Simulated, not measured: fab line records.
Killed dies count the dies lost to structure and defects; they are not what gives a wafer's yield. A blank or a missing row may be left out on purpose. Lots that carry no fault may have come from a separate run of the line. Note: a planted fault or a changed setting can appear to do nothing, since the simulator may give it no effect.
Matching of chambers | flow nand harc | pecvd-02 running NHARC_A_ONON_D1_DEP_33: 3 sister chambers
The step deposits SiO2, target thk 200 nm. 6 wafers are shown with their chamber, then 7 later ones without.

## EACH WAFER AND ITS CHAMBER
wafer  | chamber | heater power w (W) | throttle valve pct (%)
L924.4 | 0       | 628                | 15.9
L924.5 | 1       | 601                | 16.9
L923.4 | 2       | 375                | 15.2
L923.5 | 1       | 548                | 16.5
L931.3 | 0       | 673                | 16.0
L931.4 | 2       | 427                | 15.4

## WAFERS MISSING THEIR CHAMBER
wafer  | heater power w (W) | throttle valve pct (%)
L931.6 | 438                | 15.8
L933.1 | 675                | 16.2
L933.3 | 490                | 15.8
L933.4 | 360                | 15.5
L934.1 | 659                | 16.2
L934.4 | 485                | 15.7
L934.5 | 691                | 16.2

## WHICH CHAMBER EACH ONE RAN IN
wafer  | from the rows above          | in truth
L931.6 | 2                            | 2
L933.1 | 0                            | 0
L933.3 | can't be placed: 2 or 0 or 1 | 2
L933.4 | 2                            | 2
L934.1 | 0                            | 0
L934.4 | can't be placed: 2 or 0      | 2
L934.5 | 0                            | 0
Correctly placed: 5 of 7. Not placeable from these rows: 2 (in 2, the candidates include the true chamber). 0 placed wrongly.
How it was worked out, from the rows above alone: a wafer's distance from a chamber is the root of the sum, over the readings, of the square of ((its reading less the chamber's mean) divided by the reading's scatter). If the next closest chamber is less than 2 further off than the closest, the wafer can't be placed; otherwise it belongs to the closest. For every chamber, the mean is computed from those of its wafers that are shown. How the scatter is found: for the shown wafers, subtract from each reading the mean of its chamber, square and add these, divide the total by (wafers less chambers), then take the root.
